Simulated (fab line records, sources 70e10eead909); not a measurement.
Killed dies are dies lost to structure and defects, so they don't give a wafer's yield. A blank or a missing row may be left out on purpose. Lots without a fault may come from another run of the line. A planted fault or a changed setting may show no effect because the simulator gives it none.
Chamber matching | flow nand_harc | NHARC_A_STAIRCASE_DESCUM_312 on rie_diel-05: 4 sister chambers
The step chemistry O2, time 3 s. 8 wafers are shown with their chamber, then 12 later ones without.

WAFERS WITH THEIR CHAMBER
wafer  | chamber | drypump_motor_current_A (A) | showerhead_plenum_p_Torr (Torr)
L083.3 | 3       | 4.9                         | 2.07
L084.3 | 3       | 4.9                         | 2.07
L088.1 | 1       | 4.8                         | 1.82
L088.4 | 2       | 6.4                         | 1.84
L088.5 | 1       | 4.8                         | 1.82
L091.2 | 2       | 6.3                         | 1.83
L091.4 | 0       | 5.3                         | 1.87
L091.5 | 0       | 5.3                         | 1.87

WAFERS WITHOUT THEIR CHAMBER
wafer  | drypump_motor_current_A (A) | showerhead_plenum_p_Torr (Torr)
L092.2 | 4.9                         | 2.06
L092.5 | 4.8                         | 1.81
L092.6 | 6.3                         | 1.83
L093.1 | 6.4                         | 1.83
L093.2 | 4.8                         | 1.81
L093.4 | 4.9                         | 2.06
L095.2 | 5.3                         | 1.86
L095.3 | 4.8                         | 1.81
L095.6 | 4.9                         | 2.06
L097.3 | 4.9                         | 2.06
L097.5 | 4.8                         | 1.81
L097.6 | 5.2                         | 1.86

WHICH CHAMBER EACH WENT THROUGH
wafer  | from the rows above | in truth
L092.2 | 3                   | 3
L092.5 | 1                   | 1
L092.6 | 2                   | 2
L093.1 | 2                   | 2
L093.2 | 1                   | 1
L093.4 | 3                   | 3
L095.2 | 0                   | 0
L095.3 | 1                   | 1
L095.6 | 3                   | 3
L097.3 | 3                   | 3
L097.5 | 1                   | 1
L097.6 | 0                   | 0
Placed correctly: 12 of 12. Can't be placed from these rows: 0. Placed wrongly: 0.
How it was worked out, from the rows above alone: a wafer's distance from a chamber is the root of the sum, over the readings, of the square of ((its reading less the chamber's mean) divided by the reading's scatter). The wafer belongs to the nearest chamber; if the next one is less than 2 further off, it can't be placed. A chamber's mean is the mean of its shown wafers. The scatter: the root of (the sum of the squares of (reading less its chamber's mean) over the shown wafers, divided by (wafers less chambers)).
